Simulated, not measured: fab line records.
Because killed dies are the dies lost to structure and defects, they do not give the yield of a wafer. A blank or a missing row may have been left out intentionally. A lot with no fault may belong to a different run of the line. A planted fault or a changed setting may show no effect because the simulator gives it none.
Which tool did it? + flow nand harc + 13 lots, 39 wafers sampled, at 4 steps of a route of 1159

WHAT EACH GAUGE READ, for each wafer
NHARC_P_STI_CD_MEAS_16.
| lot  | measured    | on        | cd nm (nm)  |
|------|-------------|-----------|-------------|
| L681 | day 2 16:48 | cd sem-01 | 204 198 199 |
| L682 | day 2 16:57 | cd sem-03 | 194 193 196 |
| L684 | day 3 08:30 | cd sem-01 | 200 195 193 |
| L686 | day 3 18:15 | cd sem-01 | 204 199 199 |
| L687 | day 4 00:23 | cd sem-01 | 194 200 195 |
| L688 | day 4 08:11 | cd sem-03 | 201 204 196 |
| L689 | day 4 08:22 | cd sem-02 | 202 198 200 |
| L690 | day 4 19:10 | cd sem-01 | 200 197 202 |
| L691 | day 5 00:01 | cd sem-01 | 201 198 199 |
| L693 | day 5 17:31 | cd sem-01 | 195 197 195 |
| L694 | day 5 22:11 | cd sem-03 | 198 194 200 |
| L702 | day 7 17:31 | cd sem-03 | 201 197 201 |
| L704 | day 8 05:49 | cd sem-01 | 195 199 198 |

NHARC_P_STI_OCD_MEAS_43.
| lot  | measured    | on     | trench depth nm (nm) | trench foot cd nm (nm) |
|------|-------------|--------|----------------------|------------------------|
| L681 | day 2 17:24 | ocd-01 | 294 297 296          | 163.7 154.2 157.8      |
| L682 | day 2 17:33 | ocd-02 | 293 298 294          | 154.4 153.6 156.3      |
| L684 | day 3 09:05 | ocd-02 | 295 292 296          | 159.7 155.5 153.0      |
| L686 | day 3 18:50 | ocd-01 | 296 304 294          | 161.7 154.7 157.7      |
| L687 | day 4 00:58 | ocd-01 | 289 289 283          | 154.7 156.1 155.6      |
| L688 | day 4 08:47 | ocd-01 | 301 298 293          | 156.5 163.0 156.2      |
| L689 | day 4 08:58 | ocd-02 | 302 297 293          | 160.6 158.0 158.7      |
| L690 | day 4 19:47 | ocd-02 | 293 301 300          | 159.2 156.3 158.9      |
| L691 | day 5 00:36 | ocd-02 | 297 292 294          | 160.2 156.2 158.5      |
| L693 | day 5 18:13 | ocd-01 | 290 293 288          | 154.3 154.7 154.4      |
| L694 | day 5 22:47 | ocd-01 | 301 301 290          | 157.0 154.4 160.5      |
| L702 | day 7 18:06 | ocd-02 | 294 297 295          | 159.7 158.4 159.9      |
| L704 | day 8 06:25 | ocd-02 | 292 305 303          | 154.5 155.6 153.6      |

NHARC_P_GATE_CD_MEAS_26: target cd 120 nm.
| lot  | measured     | on        | cd nm (nm)        |
|------|--------------|-----------|-------------------|
| L681 | day 4 23:44  | cd sem-02 | 119.5 118.7 118.8 |
| L682 | day 5 00:04  | cd sem-03 | 120.7 119.5 120.0 |
| L684 | day 5 14:17  | cd sem-02 | 120.0 119.8 120.3 |
| L686 | day 5 22:24  | cd sem-01 | 119.7 118.0 118.8 |
| L687 | day 6 04:28  | cd sem-03 | 119.9 119.2 118.8 |
| L688 | day 6 13:22  | cd sem-02 | 118.6 119.2 118.1 |
| L689 | day 6 12:46  | cd sem-02 | 119.3 118.5 118.5 |
| L690 | day 6 20:19  | cd sem-01 | 119.4 118.8 118.9 |
| L691 | day 7 02:28  | cd sem-02 | 119.8 119.7 118.9 |
| L693 | day 7 20:57  | cd sem-01 | 106.0 105.6 106.2 |
| L694 | day 7 19:37  | cd sem-03 | 118.7 118.4 120.4 |
| L702 | day 10 01:52 | cd sem-01 | 118.1 119.3 120.0 |
| L704 | day 10 08:43 | cd sem-01 | 119.7 119.2 119.5 |

EACH LOT AND THE TOOL THAT RAN IT (in order: tool; ch and the chambers of the sampled wafers; start)
| lot  | NHARC_P_GATE_EXPOSE_23             |
|------|------------------------------------|
| L681 | arfi scanner-03 ch 0, day 4 23:35  |
| L682 | arfi scanner-02 ch 0, day 4 23:55  |
| L684 | arfi scanner-03 ch 0, day 5 14:09  |
| L686 | arfi scanner-02 ch 0, day 5 22:16  |
| L687 | arfi scanner-01 ch 0, day 6 04:19  |
| L688 | arfi scanner-02 ch 0, day 6 13:14  |
| L689 | arfi scanner-01 ch 0, day 6 12:37  |
| L690 | arfi scanner-01 ch 0, day 6 20:11  |
| L691 | arfi scanner-01 ch 0, day 7 02:19  |
| L693 | arfi scanner-02 ch 0, day 7 20:49  |
| L694 | arfi scanner-03 ch 0, day 7 19:29  |
| L702 | arfi scanner-02 ch 0, day 10 01:44 |
| L704 | arfi scanner-02 ch 0, day 10 08:34 |
- NHARC_P_GATE_EXPOSE_23: exposes mask P GATE, target cd 120 nm.

WHAT THE TOOLS THEMSELVES READ (means of the sampled wafers that have a number; where no wafer has one, the mark that the record gives instead)
NHARC_P_GATE_EXPOSE_23.
| lot  | tool            | exposure dose mJ cm2 | reticle temp C (C) |
|------|-----------------|----------------------|--------------------|
| L681 | arfi scanner-03 | 94.02                | 23.02              |
| L682 | arfi scanner-02 | 94.01                | 23.07              |
| L684 | arfi scanner-03 | 93.99                | 22.96              |
| L686 | arfi scanner-02 | 93.85                | 23.02              |
| L687 | arfi scanner-01 | 93.92                | 22.91              |
| L688 | arfi scanner-02 | 93.89                | 22.94              |
| L689 | arfi scanner-01 | 93.91                | 22.91              |
| L690 | arfi scanner-01 | 93.86                | 23.03              |
| L691 | arfi scanner-01 | 93.99                | 22.99              |
| L693 | arfi scanner-02 | 93.90                | 22.71              |
| L694 | arfi scanner-03 | 93.90                | 22.94              |
| L702 | arfi scanner-02 | 93.96                | 23.10              |
| L704 | arfi scanner-02 | 93.95                | 23.07              |

THE ANSWER, worked out from the rows above alone
Rule: what is usual is taken from the lots themselves. The widest of any qualifying gaps counts: lots, ordered by their means at a reading, are off when they make up no more than a third of the lots, leave a main group of 4 or more, and stand apart from it by 3 or more times the standard deviation of that group's means. A main group is skipped when, at the precision printed for the reading in the tables above, its means are all equal. Also off: a lot with no number at a reading for which 4 or more lots have one. Where the step has rows for the other lots, those lots are counted as sound. First the gauges in route order, then the tools' own readings, where a lot's mean is used as printed above. At the first step where some lot is off, the reading lying furthest off is the one used; lots without a number count as furthest.
Off, at NHARC_P_GATE_CD_MEAS_26 on cd nm: L693. The main group: mean 119.2 nm, standard deviation 0.44.
A tool fits if, at a process step before that reading, it ran every lot that is off, and no sound lot after the first of them. Not tried: the gauges at NHARC_P_GATE_CD_MEAS_26; whatever is off there is also off at NHARC_P_GATE_EXPOSE_23, on other tools, and gauge error can't account for it. Not one of the candidates tried fits.

WHAT THE SIMULATOR HAD PUT IN
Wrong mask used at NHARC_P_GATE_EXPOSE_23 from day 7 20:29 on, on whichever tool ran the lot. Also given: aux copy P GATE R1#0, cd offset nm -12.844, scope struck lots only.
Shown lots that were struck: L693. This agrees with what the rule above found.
